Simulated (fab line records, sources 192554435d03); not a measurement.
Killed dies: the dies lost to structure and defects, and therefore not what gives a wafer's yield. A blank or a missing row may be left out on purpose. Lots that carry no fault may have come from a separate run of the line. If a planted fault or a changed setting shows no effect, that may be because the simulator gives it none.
Split-lot study    flow n5_finfet    on a route of 1938 steps: 7 lots, 21 wafers read

THE SPLIT ITSELF
At N5_BEOL_M6_ILD_DEP_00 (deposits SiCOH lowk from DEMS/porogen, target thk 179.75 nm, time 33.4 s), the setting time_s was moved away from the recipe's 33.4 s on 3 of the 21 wafers read, by -11.9% to +13.7%. This setting was run at the recipe's value on the other wafers.

FROM THE SPLIT ON TO THE READING: in between, the file shows 1 step
- N5_BEOL_M6_CURE_74: cures SiCOH lowk, time 240 s

THE READING
M6_ILD_THK at N5_BEOL_M6_THK_MEAS_01, in nm. On this fab line, fault-free wafers typically give 154.9 nm with a standard deviation of 2 nm.

wafer   tool, chamber at the split  time_s as run, s  against the recipe  M6_ILD_THK, nm  against lot-mates on the recipe
L074.2  pecvd-03, 1                 33.4              recipe              155.2           -
L074.3  pecvd-03, 2                 33.4              recipe              153.2           -
L074.4  pecvd-03, 1                 32.07             -4.0%               149.3           -4.9
L076.1  pecvd-02, 1                 33.4              recipe              156.2           -
L076.3  pecvd-02, 0                 33.4              recipe              157.0           -
L076.6  pecvd-02, 2                 33.4              recipe              157.6           -
L082.1  pecvd-04, 0                 33.4              recipe              154.7           -
L082.4  pecvd-04, 0                 33.4              recipe              158.4           -
L082.5  pecvd-04, 1                 33.4              recipe              156.3           -
L086.2  pecvd-04, 0                 33.4              recipe              156.1           -
L086.5  pecvd-04, 0                 33.4              recipe              155.5           -
L086.6  pecvd-04, 2                 29.44             -11.9%              138.7           -17.1
L095.2  pecvd-03, 0                 33.4              recipe              151.6           -
L095.4  pecvd-03, 0                 33.4              recipe              153.3           -
L095.5  pecvd-03, 1                 33.4              recipe              155.4           -
L094.2  pecvd-04, 0                 33.4              recipe              152.8           -
L094.3  pecvd-04, 1                 37.98             +13.7%              174.7           +20.2
L094.4  pecvd-04, 0                 33.4              recipe              156.1           -
L097.1  pecvd-02, 2,0               33.4              recipe              154.0           -
L097.3  pecvd-02, 2,0               33.4              recipe              154.3           -
L097.6  pecvd-02, 2                 33.4              recipe              157.7           -
If several chambers appear in one row, that row covers several wafers at once and the file leaves open which wafer was in which chamber.

THE FIT
A straight line over all 21 wafers: M6_ILD_THK changes by +1.41 nm for each +1% of time_s; r = +0.96; the points scatter about the line by 1.8 nm.
The same after taking each lot's own level away (the mean of its wafers on the recipe; 21 wafers): +1.45 nm for each +1%; r = +0.98; scatter 1.3 nm.
That fit puts the effect of the largest move of time_s on the reading at 20 nm.
Measured against the standard deviation above, the lots' own levels, which go from 153.43 to 156.93 nm, span 1.7 times it.
Consequently the slope shifts little with the lot-to-lot level, the two slopes agreeing.
Check: +19.5 nm against its lot-mates is what the line predicts for one of the wafers moved furthest among these (+13.7%) when that wafer is left out of the fit. Against them it came out at +20.2 nm.

THE OTHER SPLITS THESE WAFERS WENT THROUGH
These wafers also went through other splits before the reading. Each is held against what the fit with the lots' levels taken away leaves over:
other split on the same wafers  wafers away from the commonest value  r with M6_ILD_THK (lot level and that fit taken away)
N5_BEOL_M4_COAT_22 spin_rpm     7                                     -0.13
N5_BEOL_M5_EXPOSE_08 dose_mj    8                                     +0.20
N5_BEOL_M5_DESCUM_16 time_s     6                                     +0.08

THE WHOLE CHAIN: every reading that the file lists as answering this split, in the file's order
step                    what it does                                                              reading                                                                                   change (the file's fit)               r (the file's)
N5_BEOL_M6_ILD_DEP_00   deposits SiCOH lowk from DEMS/porogen, target thk 179.75 nm, time 33.4 s  SiCOH_lowk_of_BEOL_M6_ILD_DEP_00.thk_nm (the simulator's own value, which no gauge read)  +1.67 nm for each +1% of the setting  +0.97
N5_BEOL_M6_CURE_74      cures SiCOH lowk, time 240 s                                              SiCOH_lowk_of_BEOL_M6_ILD_DEP_00.thk_nm (the simulator's own value, which no gauge read)  +1.47 nm for each +1% of the setting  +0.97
N5_BEOL_M6_THK_MEAS_01                                                                            M6_ILD_THK                                                                                +1.45 for each +1% of the setting     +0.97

FILE'S OWN FIT
M6_ILD_THK changes by +1.45 nm for each +1% of time_s, r = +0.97.
